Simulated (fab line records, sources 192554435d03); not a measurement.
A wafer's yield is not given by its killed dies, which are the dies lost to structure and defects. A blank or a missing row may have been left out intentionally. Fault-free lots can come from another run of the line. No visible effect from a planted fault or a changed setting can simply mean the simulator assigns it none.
Matching of chambers -- flow n5 finfet -- 4 sister chambers for N5_BEOL_M2_ETCH_64 on rie diel-01
The step etches SOC in N2/H2, target depth 75 nm, overetch 22.5 nm, time 121.9 s. 18 wafers are shown with their chamber, then 9 later ones without.

== WAFERS, EACH WITH ITS CHAMBER ==
wafer,chamber,drypump motor current A (A),showerhead plenum p Torr (Torr),throttle valve pct (%)
L076.2,3,4.8,2.52,17.75
L076.5,1,4.7,2.63,17.91
L076.6,3,4.9,2.52,17.73
L079.1,2,6.3,2.51,17.99
L079.4,3,4.9,2.52,17.75
L079.5,0,4.9,2.47,17.43
L084.2,0,4.9,2.47,17.47
L084.3,1,4.7,2.62,17.92
L084.6,0,4.9,2.47,17.46
L086.1,2,6.3,2.51,18.02
L086.2,0,4.9,2.47,17.47
L086.5,1,4.7,2.62,17.92
L089.2,0,4.9,2.46,17.48
L089.5,0,4.9,2.46,17.46
L089.6,1,4.7,2.62,17.94
L093.3,0,4.9,2.46,17.50
L093.5,1,4.7,2.61,17.96
L093.6,2,6.3,2.50,17.64

SIGNATURES (means of the wafers above)
reading,chamber 0,chamber 1,chamber 2,chamber 3,scatter within a chamber
drypump motor current A,4.900,4.700,6.300,4.867,0.0218
showerhead plenum p Torr,2.4657,2.6200,2.5067,2.5200,0.00559
throttle valve pct,17.4671,17.9300,17.8833,17.7433,0.0819
Rule: for a wafer and a chamber, the distance is found by dividing, reading by reading, the gap between the wafer's reading and the chamber's mean by the reading's scatter, squaring, summing and taking the root. If the next closest chamber is less than 2 further off than the closest, the wafer can't be placed; otherwise it belongs to the closest. The scatter: the root of (the sum of the squares of (reading less its chamber's mean) over the shown wafers, divided by (wafers less chambers)).

== WAFERS WITHOUT THEIR CHAMBER ==
wafer,drypump motor current A (A),showerhead plenum p Torr (Torr),throttle valve pct (%)
L094.1,6.3,2.50,17.64
L094.3,4.9,2.46,17.50
L094.5,6.3,2.50,17.63
L096.3,4.9,2.46,17.50
L096.5,4.9,2.46,17.50
L096.6,4.7,2.61,17.96
L095.3,4.9,2.46,17.50
L095.4,6.3,2.50,17.65
L095.5,6.3,2.50,17.65

== WHICH CHAMBER EACH ONE RAN IN ==
wafer,from the rows above,in truth
L094.1,2,2
L094.3,0,0
L094.5,2,2
L096.3,0,0
L096.5,0,0
L096.6,1,1
L095.3,0,0
L095.4,2,2
L095.5,2,2
Correctly placed: 9 of 9. Not placeable from these rows: 0. Placed wrongly: 0.
